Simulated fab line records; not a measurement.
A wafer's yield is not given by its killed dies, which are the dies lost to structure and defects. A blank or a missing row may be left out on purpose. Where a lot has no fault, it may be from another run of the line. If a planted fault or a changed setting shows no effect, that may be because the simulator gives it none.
Chamber matching | flow n5Finfet | cvdCo-02 running N5_BEOL_M3_PRE_CLEAN_60: 3 sister chambers
The step time 15 s. 6 wafers are shown with their chamber, then 7 later ones without.

## EACH WAFER AND ITS CHAMBER
wafer  | chamber | heaterPowerW (W)
L213.6 | 2       | 49
L217.5 | 1       | 112
L218.1 | 1       | 111
L218.4 | 2       | 49
L218.6 | 0       | 70
L224.1 | 0       | 71

## WAFERS WITHOUT THEIR CHAMBER
wafer  | heaterPowerW (W)
L224.4 | 69
L224.5 | 110
L226.2 | 112
L226.3 | 50
L226.6 | 71
L228.4 | 72
L228.6 | 50

## EACH ONE'S CHAMBER
wafer  | from the rows above | in truth
L224.4 | 0                   | 0
L224.5 | 1                   | 1
L226.2 | 1                   | 1
L226.3 | 2                   | 2
L226.6 | 0                   | 0
L228.4 | 0                   | 0
L228.6 | 2                   | 2
7 of 7 placed correctly. From these rows, 0 cannot be placed. Wrongly placed: 0.
How it was worked out, from the rows above alone: a wafer's distance from a chamber is the root of the sum, over the readings, of the square of ((its reading less the chamber's mean) divided by the reading's scatter). The wafer belongs to the nearest chamber; if the next one is less than 2 further off, it can't be placed. For every chamber, the mean is computed from those of its wafers that are shown. How the scatter is found: for the shown wafers, subtract from each reading the mean of its chamber, square and add these, divide the total by (wafers less chambers), then take the root.
